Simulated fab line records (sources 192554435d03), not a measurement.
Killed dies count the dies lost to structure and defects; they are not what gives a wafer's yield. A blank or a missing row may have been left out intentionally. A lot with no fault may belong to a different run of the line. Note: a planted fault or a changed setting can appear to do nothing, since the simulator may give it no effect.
fab line records	flow n5-finfet
record lots=8	wafers=24	last-day=18
route steps=1938 shown FIN_SAQP@100 BEOL_M4@1111 PASSIVATION@1936
lots untouched by any fault: they come from a run of this same line in which no faults occurred
start-h: start of the lot's first displayed wafer, in hours after the record's first day	wait-h: hours since the lot's step before	" as in the row above	L1.1+2: a single row standing in for several wafers	- no value, or no start was given	* or withheld: withheld	< > ~ a bound
route shown NAME@n: NAME is a module with steps in the file, n the number in the route of the first one	usual: the fault-free wafers' mean and standard deviation	same: alike in all rows	chamber/n: place in a boat	sites: each site's reading	_std_site: standard deviation across them	_edge_site: inner sites' mean taken away from outer sites' mean	radius-mm: for every site, how far away it sits from the centre of the wafer	mask NAME#n: copy n	behind: the most recent tool/chamber to have shaped the wafer	hold: why the lot was held/for how many hours/how that ended	device: whichever transistor did not switch (one of n, p or np)	end of line: the route-end tests of the same wafers	a step with no rows: only its recipe	killed: not the wafer's yield, but the dies lost to structure and defects at the first sort	map: a wafer's dies, marking killed ones x, the rest . and places with no die _
set.NAME: the run value of the setting; set.NAME@STEP: its run value at that earlier step	model.NAME: the simulator's own value behind a step, which no gauge read
the route's steps for a sample of lots (tables are steps, rows are wafers)
services: when a tool's chamber went out of use (start-h, in hours from the record's first day, below 0 if earlier), for how many hours, and the reason
## steps
# step N5_FIN_SAQP_PECVD_06
# recipe material=a-Si	target-thk-a=600	temp-c=400	precursor=SiH4/He	pressure-torr=3	rf-w=100	time-s=48.1
# usual heater-power-w=834/130	showerhead-plenum-p-Torr=5.68/0.051	throttle-valve-pct=17.8/0.74
lot.wafer	tool	chamber	start-h	wait-h	heater-power-w	showerhead-plenum-p-Torr	throttle-valve-pct
L563.2	pecvd-04	0	26.81	0.0	822	5.64	18.1
L563.4	"	0	"	"	854	5.63	18.1
L563.6	"	2	"	"	632	5.64	17.3
L568.2	pecvd-01	2	59.53	0.0	948	5.59	18.2
L568.5	"	0	"	"	970	5.76	16.7
L568.6	"	1	"	"	985	5.70	18.6
L569.2	pecvd-04	2	66.88	0.0	695	5.65	17.3
L569.4	"	1	"	"	819	5.71	18.5
L569.5	"	0	"	"	774	5.63	17.9
L570.1	pecvd-03	0	70.93	0.0	722	5.72	16.8
L570.3	"	1	"	"	798	5.69	19.0
L570.5	"	2	"	"	998	5.75	17.0
L580.1	pecvd-04	0	129.76	0.0	847	5.64	18.1
L580.2	"	1	"	"	854	5.70	18.6
L580.3	"	2	"	"	616	5.64	17.2
L582.1	pecvd-01	0	142.90	0.0	820	5.75	16.8
L582.5	"	2	"	"	961	5.58	18.3
L582.6	"	1	"	"	969	5.70	19.0
L584.1	pecvd-03	2	154.15	0.0	1067	5.74	16.9
L584.2	"	0	"	"	661	5.71	16.8
L584.4	"	2	"	"	1066	5.74	17.2
L585.2	pecvd-04	0	160.11	0.0	778	5.64	18.3
L585.4	"	0	"	"	792	5.64	18.4
L585.5	"	2	"	"	658	5.64	17.3
# step N5_FIN_SAQP_ETCH_51
# recipe chemistry=CF4	target=SiARC	target-depth-a=455	mask-material=CAR-ArF	time-s=75.8	ion-energy-ev=80	pressure-mtorr=40	source-w=545	bias-w=36	Ar_flow_sccm=100	cf4-flow-sccm=100	ends=cleared
# usual bias-w=36.00/0.11	cf4-flow-sccm=100.08/0.29	drypump-motor-current-A=5.6/0.43	etch-rf-on-time-s=76.4/1.8	oes-product-au=0.70/0.071	rf-vpp-V=184.3/1	showerhead-plenum-p-Torr=2.17/0.057	throttle-valve-pct=15.5/0.31
lot.wafer	tool	chamber	start-h	wait-h	bias-w	cf4-flow-sccm	drypump-motor-current-A	etch-rf-on-time-s	oes-product-au	rf-hours-counter-h	rf-vpp-V	showerhead-plenum-p-Torr	throttle-valve-pct
L563.2	rie-diel-06	3	27.39	0.0	35.90	100.04	6.6	74.3	0.73	51	184.5	2.18	15.6
L563.4	"	2	"	"	36.10	99.73	5.4	77.6	0.74	-	182.7	2.10	15.5
L563.6	"	1	"	"	35.80	99.98	4.9	75.6	0.67	-	183.4	2.06	15.6
L568.2	rie-diel-02	3	61.71	0.0	36.04	100.07	5.4	76.8	0.68	103	183.0	2.24	15.6
L568.5	"	2	"	"	36.08	100.07	5.1	76.7	0.59	-	184.1	2.10	16.1
L568.6	"	3	"	"	36.01	99.79	5.4	77.2	0.68	-	186.3	2.24	15.6
L569.2	rie-diel-03	3	67.64	0.0	35.89	100.15	6.0	75.0	0.68	94	185.4	2.15	15.3
L569.4	"	3	"	"	36.00	99.64	6.0	75.0	0.68	-	184.2	2.15	15.3
L569.5	"	2	"	"	36.01	99.96	5.6	77.4	0.57	-	185.3	2.20	15.7
L570.1	rie-diel-02	3	71.52	0.0	36.10	99.78	5.4	76.3	0.69	106	186.7	2.24	15.6
L570.3	"	0	"	"	35.97	99.47	5.4	78.5	0.65	115	185.3	2.16	15.8
L570.5	"	0	"	"	36.07	99.29	5.4	79.0	0.64	-	183.6	2.16	15.8
L580.1	rie-diel-02	2	130.47	0.0	35.96	99.95	5.1	74.1	0.81	12	183.7	2.10	15.6
L580.2	"	3	"	"	36.03	100.41	5.4	77.5	0.66	132	185.4	2.23	15.7
L580.3	"	0	"	"	35.79	100.29	5.4	79.1	0.62	140	184.1	2.15	15.8
L582.1	rie-diel-06	1	143.48	0.0	35.86	100.27	4.8	75.5	0.64	152	183.5	2.05	15.7
L582.5	"	0	"	"	35.93	99.86	6.2	75.2	0.76	-	183.7	2.11	15.6
L582.6	"	1	"	"	35.83	100.22	4.8	74.8	0.64	-	184.0	2.05	15.7
L584.1	rie-diel-06	1	154.85	0.0	36.01	100.05	4.9	75.0	0.64	156	182.2	2.05	15.7
L584.2	"	2	"	"	36.14	100.47	5.4	78.4	0.70	88	182.5	2.09	15.6
L584.4	"	0	"	"	36.11	99.96	6.2	74.9	0.76	31	184.4	2.11	15.6
L585.2	rie-diel-03	1	160.81	0.0	35.96	100.31	6.1	78.3	0.76	38	184.7	2.19	15.4
L585.4	"	3	"	"	35.91	100.51	6.0	73.5	0.66	129	183.7	2.14	15.3
L585.5	"	3	"	"	36.07	100.04	6.0	74.7	0.65	-	184.0	2.14	15.3
# step N5_FIN_SAQP_MANDREL_ETCH_22
# recipe target-depth-a=600	chemistry=HBr/Cl2	target=a-Si	stop-on=SiNx	bt-time-s=10	over-etch-frac=0.5	time-s=30	pressure-mtorr=10	icp-w=800	bias-w=75	HBr_flow_sccm=150	Cl2_flow_sccm=80	ends=end-point
# usual HBr_flow_sccm=150.0/0.45	bias-w=75.00/0.2	drypump-motor-current-A=5.6/0.35	oes-product-au=0.766/0.013	throttle-valve-pct=35.4/0.31
lot.wafer	tool	chamber	start-h	wait-h	HBr_flow_sccm	bias-w	drypump-motor-current-A	oes-product-au	rf-hours-counter-h	throttle-valve-pct
L563.2	rie-si-06	0	27.64	0.0	149.3	74.83	5.4	0.760	59	35.1
L563.4	"	1	"	"	151.1	74.99	5.5	0.777	-	35.3
L563.6	"	0	"	"	150.0	74.67	5.5	0.756	-	35.1
L568.2	rie-si-04	2	62.07	0.0	-	-	-	-	-	-
L568.5	"	0	"	"	-	-	-	-	-	-
L568.6	"	3	"	"	-	-	-	-	-	-
L569.2	rie-si-06	1	67.89	0.0	-	-	-	-	-	-
L569.4	"	3	"	"	-	-	-	-	-	-
L569.5	"	3	"	"	-	-	-	-	-	-
L570.1	rie-si-02	3	71.76	0.0	-	-	-	-	-	-
L570.3	"	1	"	"	-	-	-	-	-	-
L570.5	"	1	"	"	-	-	-	-	-	-
L580.1	rie-si-02	3	130.71	0.0	149.8	74.88	5.3	0.744	48	35.6
L580.2	"	0	"	"	149.9	74.86	5.8	0.778	116	35.4
L580.3	"	2	"	"	150.1	75.00	5.8	0.751	77	35.7
L582.1	rie-si-04	2	143.73	0.0	150.7	74.67	6.2	0.767	44	35.6
L582.5	"	1	"	"	150.0	74.85	4.9	0.794	-	35.0
L582.6	"	0	"	"	150.2	75.12	6.1	0.763	-	36.0
L584.1	rie-si-04	0	155.10	0.0	149.8	74.79	6.1	0.760	164	36.0
L584.2	"	2	"	"	150.1	75.36	6.2	0.758	44	35.7
L584.4	"	3	"	"	150.1	75.09	5.6	0.772	67	35.2
L585.2	rie-si-04	1	161.06	0.0	149.5	75.12	4.9	0.780	5	35.0
L585.4	"	2	"	"	149.7	75.30	6.2	0.766	44	35.6
L585.5	"	2	"	"	149.8	75.21	6.2	0.772	-	35.7
# step N5_FIN_SAQP_SPACER1_ETCHBACK_25
# recipe chemistry=CHF3/O2	mode=anisotropic-etchback	target=SiO2	target-depth-a=244	time-s=12.2	pressure-mtorr=30	source-w=650	bias-w=170	Ar_flow_sccm=200	CHF3_flow_sccm=50	O2_flow_sccm=5	ion-energy-ev=200
# usual O2_flow_sccm=5.000/0.014	drypump-motor-current-A=5.6/0.46	oes-product-au=0.82/0.084	rf-vpp-V=525/11	showerhead-plenum-p-Torr=2.43/0.066	throttle-valve-pct=18.8/0.3
lot.wafer	tool	chamber	start-h	wait-h	O2_flow_sccm	drypump-motor-current-A	oes-product-au	rf-hours-counter-h	rf-vpp-V	showerhead-plenum-p-Torr	throttle-valve-pct
L563.2	rie-diel-03	3	30.47	0.5	4.996	6.0	0.83	73	518	2.43	18.6
L563.4	"	0	"	"	4.978	5.4	0.94	12	533	2.55	18.3
L563.6	"	1	"	"	4.986	6.1	0.69	-	543	2.48	19.0
L568.2	rie-diel-03	2	64.55	0.5	4.985	5.6	0.26	261	520	2.47	18.8
L568.5	"	2	"	"	4.997	5.6	0.26	-	519	2.47	18.8
L568.6	"	3	"	"	4.992	6.0	0.29	-	519	2.43	18.5
L569.2	rie-diel-03	0	70.55	0.4	4.971	5.5	0.33	34	534	2.54	18.2
L569.4	"	0	"	"	5.001	5.5	0.33	-	535	2.54	18.2
L569.5	"	1	"	"	4.981	6.1	0.38	-	544	2.48	18.5
L570.1	rie-diel-03	0	73.93	0.4	5.033	5.5	0.33	35	534	2.54	18.2
L570.3	"	3	"	"	4.975	6.0	0.30	98	519	2.42	18.5
L570.5	"	0	"	"	5.042	5.5	0.33	-	534	2.54	18.2
L580.1	rie-diel-03	2	132.25	0.4	5.007	5.6	0.90	17	518	2.47	18.5
L580.2	"	0	"	"	5.020	5.5	0.85	61	535	2.53	18.3
L580.3	"	3	"	"	5.010	6.0	0.77	120	519	2.42	18.6
L582.1	rie-diel-02	0	145.58	0.5	5.003	5.4	0.73	145	519	2.42	19.1
L582.5	"	1	"	"	4.997	5.1	0.85	-	523	2.39	19.0
L582.6	"	2	"	"	4.992	5.1	0.92	-	502	2.37	19.0
L584.1	rie-diel-06	3	157.32	0.6	4.990	6.6	0.80	85	525	2.44	19.1
L584.2	"	1	"	"	4.990	4.8	0.75	157	540	2.31	19.0
L584.4	"	0	"	"	5.013	6.2	0.88	32	515	2.37	19.0
L585.2	rie-diel-03	3	162.58	0.4	5.010	6.0	0.77	129	519	2.41	18.6
L585.4	"	0	"	"	4.998	5.5	0.84	69	533	2.53	18.3
L585.5	"	0	"	"	5.023	5.5	0.84	-	534	2.53	18.3
# step N5_FIN_SAQP_MANDREL1_REMOVE_56
# recipe chemistry=HBr/Cl2/O2	bt-time-s=10	target=a-Si	stop-on=SiNx	endpoint=OES-SiCl	over-etch-frac=1	icp-w=600	bias-w=22	HBr_flow_sccm=150	Cl2_flow_sccm=80	O2_flow_sccm=5	pressure-mtorr=10
# usual O2_flow_sccm=5.000/0.015	drypump-motor-current-A=5.6/0.39	oes-product-au=0.997/0.016	throttle-valve-pct=36.8/0.3
lot.wafer	tool	chamber	start-h	wait-h	O2_flow_sccm	drypump-motor-current-A	oes-product-au	rf-hours-counter-h	throttle-valve-pct
L563.2	rie-si-06	0	30.56	0.1	4.981	5.5	0.982	59	36.4
L563.4	"	1	"	"	5.005	5.4	1.017	-	36.7
L563.6	"	0	"	"	5.000	5.5	1.004	-	36.4
L568.2	rie-si-04	0	64.63	0.1	5.001	6.1	0.991	162	37.4
L568.5	"	2	"	"	4.979	6.2	1.010	-	37.0
L568.6	"	1	"	"	5.014	4.9	1.026	-	36.4
L569.2	rie-si-02	1	70.64	0.1	4.974	5.2	1.006	197	36.6
L569.4	"	2	"	"	5.013	5.8	0.977	76	37.1
L569.5	"	2	"	"	5.008	5.8	0.977	-	37.1
L570.1	rie-si-04	0	74.01	0.1	4.994	6.1	0.983	162	37.3
L570.3	"	2	"	"	4.982	6.2	0.994	43	37.0
L570.5	"	3	"	"	5.010	5.6	1.009	-	36.5
L580.1	rie-si-06	0	132.33	0.1	5.024	5.5	0.987	61	36.4
L580.2	"	2	"	"	4.995	5.6	0.995	56	36.3
L580.3	"	1	"	"	5.023	5.4	1.012	189	36.7
L582.1	rie-si-02	1	145.67	0.1	4.998	5.2	0.998	0	36.8
L582.5	"	1	"	"	4.982	5.2	1.002	-	36.8
L582.6	"	2	"	"	4.989	5.9	0.976	-	37.1
L584.1	rie-si-06	2	157.41	0.1	5.012	5.6	0.986	57	36.3
L584.2	"	1	"	"	5.001	5.5	1.017	189	36.7
L584.4	"	0	"	"	5.002	5.5	0.993	-	36.4
L585.2	rie-si-06	2	162.67	0.1	4.947	5.6	0.996	57	36.3
L585.4	"	2	"	"	5.015	5.6	0.993	-	36.3
L585.5	"	0	"	"	4.987	5.4	0.989	-	36.4
# step N5_FIN_SAQP_CD_MEAS_27
# recipe target-cd-nm=20	landing-energy-ev=1000	detector=se-inlens	polarity=line
# usual cd-nm=20.29/0.25
# same landing-energy-ev=1000
lot.wafer	tool	chamber	start-h	wait-h	cd-nm
L563.2	cd-sem-03	0	30.67	0.1	19.95
L563.4	"	0	"	"	20.13
L563.6	"	0	"	"	20.23
L568.2	cd-sem-02	0	64.75	0.1	-
L568.5	"	0	"	"	-
L568.6	"	0	"	"	-
L569.2	cd-sem-01	0	70.75	0.1	-
L569.4	"	0	"	"	-
L569.5	"	0	"	"	-
L570.1	cd-sem-01	0	74.12	0.1	-
L570.3	"	0	"	"	-
L570.5	"	0	"	"	-
L580.1	cd-sem-03	0	132.44	0.1	20.32
L580.2	"	0	"	"	20.02
L580.3	"	0	"	"	20.26
L582.1	cd-sem-01	0	145.78	0.1	20.47
L582.5	"	0	"	"	20.55
L582.6	"	0	"	"	20.29
L584.1	cd-sem-01	0	157.52	0.1	20.16
L584.2	"	0	"	"	19.83
L584.4	"	0	"	"	20.13
L585.2	cd-sem-03	0	162.78	0.1	20.16
L585.4	"	0	"	"	20.17
L585.5	"	0	"	"	20.05
# step N5_BEOL_M4_RC_MEAS_101
# usual DIBL_N=36.0/1.9	DIBL_P=36.0/2.1	IOFF_N=0.155/0.029	IOFF_P=0.20/0.032	ION_N=672/11	ION_P=461/6.9	SS_N=71.5/0.58	SS_P=73.2/0.64	VT_N=250.4/2.9	VT_P=-251.0/2.8
lot.wafer	tool	chamber	start-h	wait-h	DIBL_N[mV/V]	DIBL_P[mV/V]	IOFF_N[nA/um]	IOFF_P[nA/um]	ION_N[uA/um]	ION_P[uA/um]	SS_N[mV/dec]	SS_P[mV/dec]	VT_N[mV]	VT_P[mV]
L563.2	prober-02	0	185.41	0.2	36.5	35.3	0.129	0.19	654	452	71.4	73.9	254.5	-251.4
L563.4	"	0	"	"	34.5	33.6	0.114	0.18	672	470	71.0	72.9	254.6	-251.4
L563.6	"	0	"	"	34.4	33.3	0.112	0.17	666	462	70.8	72.3	254.9	-253.8
L580.1	prober-02	0	283.94	0.0	36.7	37.7	0.173	0.23	684	470	71.7	73.8	248.6	-248.9
L580.2	"	0	"	"	37.2	38.2	0.186	0.24	669	460	71.4	74.2	245.9	-247.8
L580.3	"	0	"	"	38.1	40.4	0.202	0.28	688	475	72.0	74.6	245.9	-245.5
L582.1	prober-02	0	303.98	0.0	38.0	36.8	0.169	0.22	676	469	72.0	73.9	249.1	-247.3
L582.5	"	0	"	"	36.2	35.3	0.148	0.20	673	462	70.9	73.6	250.4	-249.4
L582.6	"	0	"	"	38.5	37.9	0.187	0.23	679	460	71.9	74.0	246.4	-247.4
L585.2	prober-01	0	311.51	0.2	37.5	36.0	0.179	0.23	672	465	71.6	73.9	248.6	-246.8
L585.4	"	0	"	"	35.8	34.7	0.147	0.20	678	460	71.1	72.9	251.6	-250.3
L585.5	"	0	"	"	38.0	36.4	0.173	0.24	657	450	71.5	73.8	248.6	-252.1
L584.1	prober-01	0	313.78	0.0	34.4	35.1	0.149	0.19	682	466	71.6	73.0	252.9	-249.1
L584.2	"	0	"	"	33.3	33.1	0.118	0.15	661	450	71.0	72.6	255.5	-255.7
L584.4	"	0	"	"	32.8	33.0	0.119	0.16	674	462	70.4	72.9	251.2	-253.9
# step N5_PASSIVATION_PROBE_49
# usual defect-limited-yield=91.0/1.5	killed_at_M0_to_M3=33/9.4	killed_at_M4_up=14/4.8	killed-at-contacts=13/7.3	killed-at-front-end=43/13	killed-at-other=3.6/2.9	killed-dies=106/18	killed-on-rim=14/4.2	killed-open=69/13	killed-short=35/8.2	sort_bin_5_function=5.3/1	sort_bin_6_memory=3.3/0.68	sort-n-pass=1074/18	sort-yield-pct=91.0/1.5
# same gross-dies=1180	killed-at-back-side=0	sort_bin_4_leakage[%]=0	sort_bin_8_speed[%]=0
lot.wafer	tool	chamber	start-h	wait-h	defect-limited-yield[%]	killed_at_M0_to_M3	killed_at_M4_up	killed-at-contacts	killed-at-front-end	killed-at-other	killed-dies	killed-on-rim	killed-open	killed-short	sort_bin_5_function[%]	sort_bin_6_memory[%]	sort-n-pass	sort-yield-pct[%]
L570.1	prober-01	-	325.56	0.0	0	47	16	16	1098	3	1180	152	77	49	96.2	3.1	0	0
L570.3	prober-01	-	325.66	0.1	0	35	13	7	1120	5	1180	152	68	38	96.1	3.6	0	0
L570.5	prober-01	-	325.76	0.2	0	28	13	7	1127	5	1180	152	47	37	96.5	3.2	0	0
L568.2	prober-02	-	329.36	0.1	0	24	17	9	1127	3	1180	152	70	29	96.8	3.1	0	0
L568.5	prober-02	-	329.51	0.2	0	32	9	9	1128	2	1180	152	56	32	97.5	2.2	0	0
L568.6	prober-02	-	329.56	0.3	0	25	13	14	1116	12	1180	152	76	31	95.5	4.4	0	0
L569.2	prober-02	-	343.15	0.1	0	64	8	26	1075	7	1180	152	78	49	96.2	3.5	0	0
L569.4	prober-02	-	343.25	0.2	0	57	3	11	1107	2	1180	152	69	56	95.6	3.7	0	0
L569.5	prober-02	-	343.30	0.2	0	31	1	19	1122	7	1180	152	49	44	96.3	3.0	0	0
L580.1	prober-01	-	390.18	0.0	90.6	30	17	26	36	2	111	18	69	42	5.3	3.6	1069	90.6
L580.2	prober-01	-	390.23	0.1	92.6	18	8	20	41	0	87	8	55	32	4.4	2.5	1093	92.6
L580.3	prober-01	-	390.28	0.1	93.4	20	18	15	22	3	78	11	56	22	4.0	2.3	1102	93.4
# killed by level:class
L570.1 FIN_SAQP:area-etch=1053 BEOL_M2:geometric-particle:open=19 FIN_SAQP:geometric-particle:short=12 BEOL_M0_SAQP:geometric-particle:short=11 BEOL_M0_SAQP:geometric-particle:open=11 STI_FIN_REVEAL:geometric-particle:open=9 MOL_CONTACT_COAG:geometric-particle:open=9 BEOL_M4:geometric-particle:open=8
L570.3 FIN_SAQP:area-etch=1074 STI_FIN_REVEAL:geometric-particle:open=11 FIN_SAQP:geometric-particle:short=9 BEOL_M0_SAQP:geometric-particle:short=8 DUMMY_GATE:geometric-particle:open=7 BEOL_M0_SAQP:geometric-particle:open=7 BEOL_M3:geometric-particle:short=7 BEOL_M4:geometric-particle:open=7
L570.5 FIN_SAQP:area-etch=1096 FIN_SAQP:geometric-particle:short=9 BEOL_M0_SAQP:geometric-particle:short=8 BEOL_M0_SAQP:geometric-particle:open=8 BEOL_M4:geometric-particle:open=6 GATE_CUT:geometric-particle:short=6 BEOL_M2:geometric-particle:open=6 STI_FIN_REVEAL:geometric-particle:open=5
L568.2 FIN_SAQP:area-etch=1081 FIN_SAQP:geometric-particle:open=15 FIN_SAQP:geometric-particle:short=11 STI_FIN_REVEAL:geometric-particle:open=10 MOL_CONTACT_COAG:geometric-particle:open=9 BEOL_M1:geometric-particle:open=8 BEOL_M4:geometric-particle:open=8 BEOL_M0_SAQP:geometric-particle:open=7
L568.5 FIN_SAQP:area-etch=1092 STI_FIN_REVEAL:geometric-particle:open=9 FIN_SAQP:geometric-particle:open=8 BEOL_M3:geometric-particle:open=8 BEOL_M4:geometric-particle:open=8 FIN_SAQP:geometric-particle:short=6 MOL_CONTACT_COAG:geometric-particle:open=6 BEOL_M1:geometric-particle:open=6
L568.6 FIN_SAQP:area-etch=1073 STI_FIN_REVEAL:geometric-particle:open=11 MOL_CONTACT_COAG:geometric-particle:open=10 FIN_SAQP:geometric-particle:open=9 BEOL_M4:geometric-particle:open=8 MIM_TOP:geometric-particle:short=7 FIN_SAQP:geometric-particle:short=6 BEOL_M0_SAQP:geometric-particle:open=6
L569.2 FIN_SAQP:area-etch=1053 BEOL_M0_SAQP:geometric-particle:open=24 BEOL_M0_SAQP:geometric-particle:short=17 MOL_CONTACT_COAG:geometric-particle:open=16 MOL_CONTACT_COAG:geometric-particle:short=10 FIN_SAQP:geometric-particle:open=8 FIN_SAQP:geometric-particle:short=6 BEOL_M1:geometric-particle:open=6
L569.4 FIN_SAQP:area-etch=1055 BEOL_M0_SAQP:geometric-particle:short=19 BEOL_M0_SAQP:geometric-particle:open=16 STI_FIN_REVEAL:geometric-particle:open=14 FIN_SAQP:geometric-particle:short=10 BEOL_M1:geometric-particle:open=10 FIN_SAQP:geometric-particle:open=9 MOL_CONTACT_COAG:geometric-particle:open=9
L569.5 FIN_SAQP:area-etch=1087 MOL_CONTACT_COAG:geometric-particle:open=14 STI_FIN_REVEAL:geometric-particle:open=12 BEOL_M0:geometric-particle:short=9 BEOL_M1:geometric-particle:open=7 MOL_CONTACT_COAG:geometric-particle:short=5 BEOL_M0_SAQP:geometric-particle:short=5 SPACER0:geometric-particle:short=4
L580.1 MOL_CONTACT_COAG:geometric-particle:open=19 STI_FIN_REVEAL:geometric-particle:open=17 BEOL_M0_SAQP:geometric-particle:open=10 BEOL_M0_SAQP:geometric-particle:short=10 FIN_SAQP:geometric-particle:short=8 MOL_CONTACT_COAG:geometric-particle:short=7 BEOL_M2:geometric-particle:open=5 GATE_CUT:geometric-particle:short=4
L580.2 MOL_CONTACT_COAG:geometric-particle:open=16 STI_FIN_REVEAL:geometric-particle:open=11 FIN_SAQP:geometric-particle:short=10 FIN_SAQP:geometric-particle:open=8 BEOL_M0_SAQP:geometric-particle:short=7 MOL_CONTACT_COAG:geometric-particle:short=4 BEOL_M2:geometric-particle:open=4 STI_FIN_REVEAL:geometric-particle:short=3
L580.3 MOL_CONTACT_COAG:geometric-particle:open=14 STI_FIN_REVEAL:geometric-particle:open=7 FIN_SAQP:geometric-particle:short=4 BEOL_M0_SAQP:geometric-particle:open=4 BEOL_M4:geometric-particle:open=4 STARTING-WAFER:geometric-particle:open=4 GATE_CUT:geometric-particle:short=3 DUMMY_GATE:geometric-particle:open=3
## services
tool	chamber	start-h	hours	kind
rie-si-06	2	23.22	7.5	repair
pecvd-03	2	24.85	7.1	repair
rie-diel-06	-	28.41	28.1	pm
pecvd-01	-	32.18	1.5	repair
rie-diel-03	1	47.64	-	clean
rie-diel-03	1	47.64	-	consumable-replace:focus-ring
rie-diel-03	1	47.64	20.5	scheduled-down
rie-diel-03	1	47.64	20.5	vent-cycle
rie-diel-02	3	49.63	8.5	repair
rie-diel-02	0	53.04	14.0	repair
pecvd-04	-	53.76	0.7	repair
pecvd-01	-	60.67	1.1	repair
rie-diel-02	-	63.34	4.1	repair
rie-si-04	-	89.53	2.8	pm
rie-si-02	2	95.63	3.7	repair
rie-diel-06	-	100.57	14.6	pm
rie-si-04	-	105.97	0.4	repair
rie-diel-06	0	131.05	5.5	repair
pecvd-03	-	136.71	1.1	repair
pecvd-03	-	145.76	1.0	repair
pecvd-04	-	150.68	0.5	repair
rie-si-02	3	152.36	10.0	repair
rie-si-06	3	152.71	48.8	repair
rie-diel-06	0	162.38	3.7	repair
## key
first-sign step=N5_FIN_SAQP_MANDREL_ETCH_22	reading=tool-record	direction=missing
effect step=N5_FIN_SAQP_SPACER1_ETCHBACK_25	reading=oes-product-au	direction=down	sigmas=6.1	usual=0.82	struck=0.31
effect step=N5_FIN_SAQP_CD_MEAS_27	reading=cd-nm	direction=missing
effect step=N5_PASSIVATION_PROBE_49	reading=sort_bin_5_function	direction=up	sigmas=90	usual=5.3	struck=96.3
more-kills-born-at N5_FIN_SAQP_MANDREL_ETCH_22@rie-si-04=3246	N5_FIN_SAQP_MANDREL_ETCH_22@rie-si-02=3223	N5_FIN_SAQP_MANDREL_ETCH_22@rie-si-06=3195
met-at N5_FIN_SAQP_MANDREL_ETCH_22
struck-lots L568,L569,L570
later-rows-left-out L568.2,L568.5,L568.6,L569.2,L569.4,L569.5,L570.1,L570.3,L570.5
not-acting-at N5_FIN_SAQP_PECVD_06,N5_FIN_SAQP_ETCH_51,N5_FIN_SAQP_MANDREL1_REMOVE_56
onset-between 27.64 62.07
fault kind=skipped-step-whole	tool=rie-si-02,rie-si-04,rie-si-06	chamber=-	onset-h=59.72	steps=N5_FIN_SAQP_MANDREL_ETCH_22	scope=struck-lots-only
# later-rows-left-out: the simulator's readings of these wafers behind a module that went badly wrong aren't trusted and aren't shown, but for the sort
